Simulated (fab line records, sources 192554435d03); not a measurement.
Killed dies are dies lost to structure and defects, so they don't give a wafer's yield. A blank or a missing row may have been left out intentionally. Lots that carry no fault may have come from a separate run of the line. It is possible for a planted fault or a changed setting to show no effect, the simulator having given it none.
8D (eight disciplines) problem report, filled in by code	flow n5Finfet	the parts of the form that need people (team, actions taken, sign-off) are left out

== 1. THE PROBLEM ==
A mean of 133.5 s is read at N5_SD_EPI_P_ETCH_36 for etchRfOnTimeS, taken on 1 wafer of 1 lot, against 75.6 s (standard deviation 2) on wafers free of any fault. That puts it +29 standard deviations away from the usual mean.
The step: etches SiARC in CF4, target depth 45.5 nm, time 75.8 s.
First observed at day 5 01:26: wafer L250.3, on rieDiel-05. Wafers with a number at this step in the record: 29, from 10 lots. The rule behind "out" and "out of limits": a value lying over 4 standard deviations away from the usual mean. Any other wafer with a number is counted as sound.

== 2. WHAT THIS IS AND IS NOT ==
question	is	is not
which readings at this step	etchRfOnTimeS	cf4FlowSccm, drypumpMotorCurrentA, oesProductAu, rfVppV, showerheadPlenumPTorr, throttleValvePct
which lots	L250	L243, L244, L245, L251, L258, L262, L263, L264, L266
which wafers of those lots	L250.3	L250.1, L250.6
read on which tools	rieDiel-05	rieDiel-02, rieDiel-06
when	from day 5 01:26	up to then (10 sound wafers); but 18 sound wafers of L251, L258, L262, L263, L264, L266 came after

== 3. SUSPECTS, AND WHAT RULES EACH OUT ==
Counting: a tool at a process step up to the reading stays a suspect if it ran every lot that is out. Sound lots after the first of them don't rule it out here, since some wafers of a struck lot are sound.
- aldSin-02 at N5_SPACER0_ALD_00 (deposits SiOCN, target thk 3.5 nm, pulse time 3 s, purge time 2 s): kept. The lot that is out, L250, ran on it at day 4 18:14; the last sound lot it ran before that was L243, at day 3 01:57.
- aldSin-04 at N5_SD_EPI_N_LINER_46 (material SiNx, target thk 3 nm): kept. The lot that is out, L250, ran on it at day 4 23:41; the last sound lot it ran before that was L245, at day 3 19:07.
- rieDiel-05 at N5_SD_EPI_P_ETCH_36 (etches SiARC in CF4, target depth 45.5 nm, time 75.8 s): kept. The lot that is out, L250, ran on it at day 5 01:26; the last sound lot it ran before that was L245, at day 3 19:46. Out on those wafers are its own readings of etchRfOnTimeS.
- The sound lot-mates ran in chamber 1 of aldSin-04 at N5_SD_EPI_N_LINER_46, but the wafers that are out ran in chamber 0.
- In rieDiel-05 at N5_SD_EPI_P_ETCH_36, the wafers that are out were processed in chamber 2 and their sound lot-mates in chambers 1, 3.
After the count, these remain: aldSin-02 at N5_SPACER0_ALD_00, aldSin-04 at N5_SD_EPI_N_LINER_46 and rieDiel-05 at N5_SD_EPI_P_ETCH_36.

== 4. THE CAUSE (what the simulator had put in) ==
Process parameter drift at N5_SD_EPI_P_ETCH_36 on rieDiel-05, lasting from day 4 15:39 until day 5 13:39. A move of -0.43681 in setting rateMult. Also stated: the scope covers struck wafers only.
This tool is one of the 3 suspects left after counting.

== 5. THE EFFECT CHAIN, in route order ==
Each row: a reading where the mean over the struck wafers with a number is more than 3 standard deviations away from the usual. Readings are gone through only where the record gives a usual standard deviation; hours: the median, over the lots, of the time from a lot's start at the first step in this table giving one to that lot's start at this step; sigmas: the change measured in usual standard deviations.
hours	step	reading	usual	on struck wafers	change	sigmas
0	N5_SD_EPI_P_ETCH_36	etchRfOnTimeS	75.6 s	133.5	+57.9	+29
The process steps in it:
- N5_SD_EPI_P_ETCH_36: etches SiARC in CF4, target depth 45.5 nm, time 75.8 s.
At these later measuring or inspecting steps, every struck wafer for which the step has a row has a number for every such reading, and none has moved that far: N5_SD_EPI_P_EPI_MEAS_23, N5_BEOL_M4_RC_MEAS_101.

== 6. WHAT WOULD HAVE CAUGHT IT SOONER ==
The fault began at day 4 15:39; the first out-of-limits reading in this record came at day 5 01:26, 10 hours later.
